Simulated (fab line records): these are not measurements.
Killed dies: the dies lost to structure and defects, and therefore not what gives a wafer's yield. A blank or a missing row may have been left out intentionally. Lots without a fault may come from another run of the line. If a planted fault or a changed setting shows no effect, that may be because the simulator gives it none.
Chamber matching	flow nandHarc	NHARC_A_SGD_CUT_DEP_00 on pecvd-01: 3 sister chambers
The step deposits SiNx, target thk 50 nm. 6 wafers are shown with their chamber, then 7 later ones without.

## WAFERS PAIRED WITH THEIR CHAMBERS
wafer	chamber	heaterPowerW (W)
L084.6	2	646
L088.1	1	875
L088.2	2	594
L088.4	0	549
L093.1	0	600
L093.4	1	839

## WAFERS WHOSE CHAMBER IS MISSING
wafer	heaterPowerW (W)
L093.5	604
L095.2	639
L095.4	691
L095.5	812
L097.2	644
L097.3	845
L097.6	611

## WHICH CHAMBER EACH WENT THROUGH
wafer	from the rows above	in truth
L093.5	can't be placed: 2 or 0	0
L095.2	can't be placed: 2 or 0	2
L095.4	can't be placed: 2 or 0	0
L095.5	1	1
L097.2	can't be placed: 2 or 0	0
L097.3	1	1
L097.6	can't be placed: 2 or 0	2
Correct placement for 2 of the 7. From these rows, 5 cannot be placed; in 5 the true chamber is one of the candidates. 0 placed wrongly.
How it was worked out, from the rows above alone: a wafer's distance from a chamber is the root of the sum, over the readings, of the square of ((its reading less the chamber's mean) divided by the reading's scatter). The wafer belongs to the nearest chamber; if the next one is less than 2 further off, it can't be placed. Each chamber's mean is taken over the wafers shown for it. The scatter: the root of (the sum of the squares of (reading less its chamber's mean) over the shown wafers, divided by (wafers less chambers)).
